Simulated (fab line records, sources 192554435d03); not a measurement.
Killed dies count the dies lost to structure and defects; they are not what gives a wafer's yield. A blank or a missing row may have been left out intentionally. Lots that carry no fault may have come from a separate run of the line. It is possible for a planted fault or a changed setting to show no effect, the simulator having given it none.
Comparing a struck lot with a sound one ; flow n5 finfet ; 16 steps out of a route of 1938
Sound: these wafers, L677.2, L677.4, L677.5. Wafers L684.2, L684.4, L684.5 were the ones struck. At the end, the cause is stated.
At each step with rows: each side's tool, then ch and its chambers, then its first start. Under that, the readings that differ: sound wafers ; struck wafers ; difference of the means ; sigmas: that difference in standard deviations of wafers without a fault.
alike: readings whose means differ by less than 2 such deviations, and words and numbers that are the same on both sides. not compared: withheld readings, readings that some wafer has no value for, bounds like >300 that may hide the same value, and numbers for which the record gives no deviation and whose values overlap.
A row with sigmas, a row that says differs or no value, or rows on one side alone: a step with any of these is where the two part. When numbers do not overlap yet have no deviation, they are printed without sigmas and do not part them. A reading missing from all wafers of one side parts the sides only when that side holds two or more wafers.

N5_GATE_CUT_INSPECT_15: inspects for defects (brightfield).
  sound: defect inspect-01 at day 6 08:29; struck: defect inspect-01 at day 8 01:50
  alike: raw defect count
N5_GATE_CUT_DESCUM_18: chemistry O2, time 7 s.
  sound on rie diel-06 ch 0,1,2, day 6 08:31; struck on rie diel-03 ch 0,1,3, day 8 01:55
  alike: drypump motor current A, oes product au, rf vpp V, showerhead plenum p Torr, throttle valve pct
  not compared: rf hours counter h
then, 1 step without rows for these wafers: N5_GATE_CUT_ETCH_28 (etches underlayer in N2/H2, target depth 13 nm, time 10.4 s).
N5_GATE_CUT_ETCH_36: etches SiARC in CF4, target depth 13 nm, time 21.7 s.
  sound on rie diel-06 ch 0,1,2, day 6 08:34; struck on rie diel-03 ch 0,1,3, day 8 01:59
  alike: drypump motor current A, etch rf on time s, oes product au, rf fwd power W, rf vpp V, showerhead plenum p Torr, throttle valve pct
  not compared: rf hours counter h
then, 3 steps without rows for these wafers: N5_GATE_CUT_ETCH_37 (etches SOC in N2/H2, target depth 60 nm, overetch 12 nm, time 90 s); N5_GATE_CUT_STRIP_38 (strips in N2/H2); N5_GATE_CUT_STRIP_39 (strips in N2/H2).
N5_GATE_CUT_HM_OPEN_40: chemistry C4F6/O2, target SiO2, target depth 139 nm, time 85.1 s.
  sound on rie diel-06 ch 0,1,2, day 6 08:41; struck on rie diel-03 ch 0,1,3, day 8 02:05
  alike: drypump motor current A, etch rf on time s, oes product au, rf vpp V, showerhead plenum p Torr, throttle valve pct
  not compared: rf hours counter h
then, 3 steps without rows for these wafers: N5_GATE_CUT_STRIP_41 (strips in CF4); N5_GATE_CUT_STRIP_42 (strips in O2); N5_GATE_CUT_ETCH_19 (etches SiNx in CH3F/O2, target depth 53.7 nm, time 76.7 s).
N5_GATE_CUT_CUT_ETCH_53: etches W in SF6/Cl2, target depth 79.2 nm.
  sound on rie metal-02 ch 0,1, day 6 08:55; struck on rie metal-02 ch 0,1, day 8 02:19
  alike: drypump motor current A, etch rf on time s, oes product au, rf fwd power W, throttle valve pct
  not compared: rf hours counter h
N5_GATE_CUT_CUT_ETCH_54: etches TiN in Cl2/BCl3, target depth 96.7 nm.
  sound on rie metal-02 ch 0,1, day 6 08:58; struck on rie metal-02 ch 0,1, day 8 02:23
reading;sound;struck;difference;sigmas
etch rf on time s (s);38.5 38.2 38.0;31.6 31.4 31.5;-6.7;-7
rf fwd power W (W);978 979 984;1211 1218 1219;+236;+40
  alike: drypump motor current A, oes product au, throttle valve pct
  not compared: rf hours counter h
N5_GATE_CUT_CUT_ETCH_55: etches HfO2 in BCl3, target depth 3.2 nm.
  sound on rie metal-02 ch 0,1, day 6 09:02; struck on rie metal-02 ch 0,1, day 8 02:26
  alike: drypump motor current A, oes product au, rf fwd power W, throttle valve pct
  not compared: rf hours counter h
-- record jumps: 4 days separate the struck wafers' starts on either side; left off in module GATE_CUT, taken up again in module BEOL_M4, whose first shown step is the route's number 1111 --
N5_BEOL_M4_RC_MEAS_101:
  sound on prober-01 ch 0, day 10 01:50; struck on prober-02 ch 0, day 12 05:01
  alike: DIBL_N, DIBL_P, IOFF_N, IOFF_P, ION_N, ION_P, SS_N, SS_P, VT_N, VT_P
-- a jump in the record: the struck wafers' starts before and after are 5 days apart (it breaks off in module BEOL_M4 and resumes in module PASSIVATION, where the first step shown is number 1936 of the route) --
N5_PASSIVATION_PROBE_49:
  sound: prober-02 at day 14 18:52; struck: prober-02 at day 17 05:01
  alike: defect limited yield, killed_at_M0_to_M3, killed_at_M4_up, killed at contacts, killed at front end, killed at other, killed dies, killed on rim, killed open, killed short, sort_bin_5_function, sort_bin_6_memory, sort n pass, sort yield pct

WHERE THEY PART
Within this record, at N5_GATE_CUT_CUT_ETCH_54 only. Later steps at which nothing parts them and some readings are alike: N5_GATE_CUT_CUT_ETCH_55, N5_BEOL_M4_RC_MEAS_101, N5_PASSIVATION_PROBE_49.

WHY: what the simulator had put in
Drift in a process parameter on rie metal-02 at N5_GATE_CUT_CUT_ETCH_54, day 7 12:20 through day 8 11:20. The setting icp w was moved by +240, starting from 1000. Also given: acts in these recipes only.
